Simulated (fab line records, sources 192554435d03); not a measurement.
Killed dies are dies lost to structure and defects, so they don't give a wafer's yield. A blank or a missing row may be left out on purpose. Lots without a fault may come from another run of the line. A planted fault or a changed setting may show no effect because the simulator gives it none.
Chamber matching | flow n5_finfet | N5_BEOL_M6_CURE_74 on uv_cure-02: 3 sister chambers
The step cures SiCOH lowk, time 240 s. 14 wafers are shown with their chamber, then 7 later ones without.

WAFERS WITH THEIR CHAMBER
wafer  | chamber | wafer_temp_C_max | lamp_power_pct (%)
L075.1 | 0       | 387.0            | 52.30
L075.2 | 0       | 386.8            | 52.35
L075.3 | 0       | 386.2            | 52.33
L079.3 | 1       | 386.4            | 52.24
L079.4 | 1       | 387.1            | 52.33
L079.5 | 1       | 386.8            | 52.34
L080.2 | 0       | 387.3            | 52.38
L080.4 | 0       | 386.7            | 52.35
L080.6 | 0       | 386.9            | 52.40
L083.1 | 2       | 388.4            | 52.37
L083.4 | 2       | 387.6            | 52.41
L083.5 | 2       | 390.0            | 52.28
L086.1 | 2       | 389.7            | 52.32
L086.3 | 2       | 388.2            | 52.34

SIGNATURES (means of the wafers above)
reading          | chamber 0 | chamber 1 | chamber 2 | scatter within a chamber
wafer_temp_C_max | 386.817   | 386.767   | 388.780   | 0.682
lamp_power_pct   | 52.3517   | 52.3033   | 52.3440   | 0.0448
Rule: a wafer's distance from a chamber is the root of the sum, over the readings, of the square of ((its reading less the chamber's mean) divided by the reading's scatter). The wafer belongs to the nearest chamber; if the next one is less than 2 further off, it can't be placed. The scatter: the root of (the sum of the squares of (reading less its chamber's mean) over the shown wafers, divided by (wafers less chambers)).

WAFERS WITHOUT THEIR CHAMBER
wafer  | wafer_temp_C_max | lamp_power_pct (%)
L086.4 | 389.2            | 52.41
L092.2 | 385.8            | 52.21
L092.4 | 385.9            | 52.30
L092.5 | 386.2            | 52.29
L094.2 | 386.6            | 52.27
L094.4 | 386.3            | 52.32
L094.6 | 386.2            | 52.26

WHICH CHAMBER EACH WENT THROUGH
wafer  | from the rows above     | in truth
L086.4 | 2                       | 2
L092.2 | can't be placed: 1 or 0 | 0
L092.4 | can't be placed: 1 or 0 | 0
L092.5 | can't be placed: 1 or 0 | 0
L094.2 | can't be placed: 1 or 0 | 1
L094.4 | can't be placed: 1 or 0 | 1
L094.6 | can't be placed: 1 or 0 | 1
Placed correctly: 1 of 7. Can't be placed from these rows: 6 (the true chamber is among the candidates in 6). Placed wrongly: 0.
